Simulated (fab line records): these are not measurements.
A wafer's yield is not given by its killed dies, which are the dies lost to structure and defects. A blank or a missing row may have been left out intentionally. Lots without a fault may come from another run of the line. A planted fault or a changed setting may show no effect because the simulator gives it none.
Comparing a struck lot with a sound one | flow nand_harc | 16 out of 1302 route steps
Sound: these wafers, L300.3, L300.4, L300.6. The struck wafers were L302.1, L302.3, L302.5. The cause is named last.
For every step that has rows: the tool of each side, followed by ch and its chambers, followed by its first start. Under that, the readings that differ: sound wafers | struck wafers | difference of the means | sigmas: that difference in standard deviations of wafers without a fault.
alike: readings whose means differ by less than 2 such deviations, and words and numbers that are the same on both sides. not compared: withheld readings, readings that some wafer has no value for, bounds like >300 that may hide the same value, and numbers for which the record gives no deviation and whose values overlap.
A row with sigmas, a row that says differs or no value, or rows on one side alone: a step with any of these is where the two part. Numbers that don't overlap but have no deviation are shown without sigmas and don't part them. Lack of a reading on every wafer of one side parts them only where that side has two or more wafers.

NHARC_A_DECK1_JOINT_INSPECT_05:
  sound on defect_inspect-02 at day 19 20:27; struck on defect_inspect-02 at day 20 17:39
  alike: raw_defect_count
next comes 1 step that has no rows for these wafers: NHARC_A_ONON_D2_DEP_00 (target thickness 1000 nm).
NHARC_A_ONON_D2_THK_MEAS_02: measures by ellipsometry.
  sound on film_metro-02 at day 19 21:02; struck on film_metro-01 at day 20 18:14
  alike: thk_nm
next comes 1 step that has no rows for these wafers: NHARC_A_ONON_D2_DEP_03 (target thickness 1000 nm).
NHARC_A_ONON_D2_THK_MEAS_05: measures by ellipsometry.
  sound on film_metro-02 at day 19 21:37; struck on film_metro-01 at day 20 18:49
  alike: thk_nm
next comes 1 step that has no rows for these wafers: NHARC_A_ONON_D2_DEP_06 (target thickness 1000 nm).
NHARC_A_ONON_D2_THK_MEAS_08: measures by ellipsometry.
  sound on film_metro-01 at day 19 22:11; struck on film_metro-02 at day 20 19:22
  reading     | sound       | struck       | difference | sigmas
  thk_nm (nm) | 974 970 973 | 996 1000 999 | +26        | +3
next comes 1 step that has no rows for these wafers: NHARC_A_ONON_D2_DEP_09 (target thickness 1000 nm).
NHARC_A_ONON_D2_THK_MEAS_11: measures by ellipsometry.
  sound on film_metro-02 at day 19 22:45; struck on film_metro-01 at day 20 19:56
  alike: thk_nm
next comes 1 step that has no rows for these wafers: NHARC_A_ONON_D2_DEP_12 (target thickness 1000 nm).
NHARC_A_ONON_D2_THK_MEAS_14: measures by ellipsometry.
  sound on film_metro-02 at day 19 23:19; struck on film_metro-02 at day 20 20:31
  alike: thk_nm
then, 1 step without rows for these wafers: NHARC_A_ONON_D2_ANNEAL_15 (time 3600 s).
NHARC_A_ONON_D2_DEP_16: target thk 1000 nm.
  sound on pecvd_onon-01 ch 0, day 20 08:55; struck on pecvd_onon-02 ch 0, day 21 03:16
  alike: susceptor_temp_C
NHARC_A_ONON_D2_THK_MEAS_18: measures by ellipsometry.
  sound on film_metro-01 at day 20 09:19; struck on film_metro-02 at day 21 03:47
  reading     | sound       | struck         | difference | sigmas
  thk_nm (nm) | 987 987 988 | 1534 1534 1537 | +548       | +60
next comes 1 step that has no rows for these wafers: NHARC_A_ONON_D2_DEP_19 (target thickness 1000 nm).
-- record jumps: 12 days between struck wafers' starts before vs after; left off in module A_ONON_D2, resumes in module END, first step shown is number 1302 of the route --
NHARC_END_SORT_01:
  sound on prober-01 ch 0, day 31 14:40; struck on prober-02 ch 0, day 32 20:55
  reading         | sound    | struck      | difference | sigmas
  killed_at_array | 68 50 47 | 673 674 676 | +619       | +34
  killed_dies     | 75 55 53 | 677 677 677 | +616       | +34
  alike: killed_at_other, killed_at_periphery, killed_open, killed_short

== WHERE THEY PART ==
Last at NHARC_END_SORT_01 as far as this record goes, first at NHARC_A_ONON_D2_THK_MEAS_08.

WHY: whatever the simulator had introduced
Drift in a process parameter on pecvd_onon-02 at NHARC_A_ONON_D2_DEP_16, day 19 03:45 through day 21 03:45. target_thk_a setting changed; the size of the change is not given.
